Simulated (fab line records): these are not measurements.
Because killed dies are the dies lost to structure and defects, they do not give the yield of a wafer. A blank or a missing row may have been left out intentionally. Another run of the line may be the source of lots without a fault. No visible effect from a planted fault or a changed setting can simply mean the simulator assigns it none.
Chamber matching ; flow nand-harc ; NHARC_A_M0_ETCH_34 on rie-diel-07: 4 sister chambers
The step etches the open film in N2/H2, target depth 40 nm, overetch 12 nm, time 43.94 s. 8 wafers are shown with their chamber, then 11 later ones without.

WAFERS WITH THEIR CHAMBER
wafer;chamber;drypump-motor-current-A (A);rf-vpp-V (V)
L076.2;1;5.33;431.6
L076.5;2;5.67;429.5
L083.1;1;5.30;431.8
L083.2;2;5.70;431.0
L083.4;0;5.67;425.6
L083.5;0;5.68;427.4
L083.6;3;5.88;425.8
L090.2;3;5.84;426.7

WAFERS WHOSE CHAMBER IS MISSING
wafer;drypump-motor-current-A (A);rf-vpp-V (V)
L090.3;5.68;431.7
L090.5;5.84;426.8
L089.2;5.70;431.6
L089.3;5.28;430.7
L089.5;5.69;431.7
L093.1;5.67;432.1
L093.2;5.67;427.6
L093.3;5.87;425.1
L094.2;5.68;424.8
L094.4;5.68;426.6
L094.5;5.82;425.5

CHAMBER TAKEN BY EACH
wafer;from the rows above;in truth
L090.3;2;2
L090.5;3;3
L089.2;2;2
L089.3;1;1
L089.5;2;2
L093.1;2;2
L093.2;can't be placed: 0 or 2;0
L093.3;3;3
L094.2;0;0
L094.4;0;0
L094.5;3;3
Placed correctly: 10 of 11. Can't be placed from these rows: 1 (the true chamber is among the candidates in 1). Number placed wrongly: 0.
How it was worked out, from the rows above alone: a wafer's distance from a chamber is the root of the sum, over the readings, of the square of ((its reading less the chamber's mean) divided by the reading's scatter). If the next closest chamber is less than 2 further off than the closest, the wafer can't be placed; otherwise it belongs to the closest. The mean given for a chamber averages the wafers shown for that chamber. The scatter: the root of (the sum of the squares of (reading less its chamber's mean) over the shown wafers, divided by (wafers less chambers)).
